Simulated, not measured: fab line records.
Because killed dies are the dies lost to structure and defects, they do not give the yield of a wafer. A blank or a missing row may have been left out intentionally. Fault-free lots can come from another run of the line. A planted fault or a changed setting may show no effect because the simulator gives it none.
Matching of chambers -- flow n5-finfet -- N5_BEOL_M10_STRIP_36 on rie-diel-05 has 4 sister chambers
The step strips in N2/H2. 18 wafers are shown with their chamber, then 9 later ones without.

WAFERS WITH THEIR CHAMBER
wafer,chamber,drypump-motor-current-A (A),showerhead-plenum-p-Torr (Torr),throttle-valve-pct (%)
L075.1,3,5.1,2.49,23.5
L075.4,0,5.3,2.34,24.2
L075.5,3,5.1,2.49,23.5
L079.1,1,6.6,2.72,23.9
L079.3,3,5.1,2.48,23.6
L079.5,3,5.1,2.48,23.5
L081.1,0,5.3,2.33,24.2
L081.3,3,5.1,2.48,23.6
L081.6,2,5.5,2.71,23.2
L082.2,0,5.3,2.33,24.2
L082.3,2,5.4,2.70,23.2
L082.6,2,5.4,2.71,23.2
L085.2,0,5.3,2.33,24.2
L085.5,2,5.4,2.70,23.2
L085.6,1,6.6,2.72,24.0
L093.1,0,5.3,2.32,24.2
L093.3,1,6.6,2.71,24.0
L093.4,2,5.5,2.69,23.3

SIGNATURES (averages over the wafers above)
reading,chamber 0,chamber 1,chamber 2,chamber 3,scatter within a chamber
drypump-motor-current-A,5.300,6.600,5.440,5.100,0.0293
showerhead-plenum-p-Torr,2.3300,2.7167,2.7020,2.4840,0.0069
throttle-valve-pct,24.200,23.967,23.220,23.540,0.0436
Rule: a wafer's distance from a chamber is the root of the sum, over the readings, of the square of ((its reading less the chamber's mean) divided by the reading's scatter). If the next closest chamber is less than 2 further off than the closest, the wafer can't be placed; otherwise it belongs to the closest. The scatter: the root of (the sum of the squares of (reading less its chamber's mean) over the shown wafers, divided by (wafers less chambers)).

WAFERS WITH NO CHAMBER GIVEN
wafer,drypump-motor-current-A (A),showerhead-plenum-p-Torr (Torr),throttle-valve-pct (%)
L095.2,5.1,2.47,23.2
L095.4,6.6,2.70,24.0
L095.5,5.4,2.69,23.3
L096.1,5.3,2.32,24.2
L096.4,5.3,2.32,24.3
L096.5,6.6,2.70,24.0
L094.1,6.6,2.70,23.9
L094.3,5.4,2.69,23.2
L094.6,5.5,2.69,23.2

THE CHAMBER EACH PASSED THROUGH
wafer,from the rows above,in truth
L095.2,3,3
L095.4,1,1
L095.5,2,2
L096.1,0,0
L096.4,0,0
L096.5,1,1
L094.1,1,1
L094.3,2,2
L094.6,2,2
9 of 9 placed correctly. Left unplaced by these rows: 0. Wrongly placed: 0.
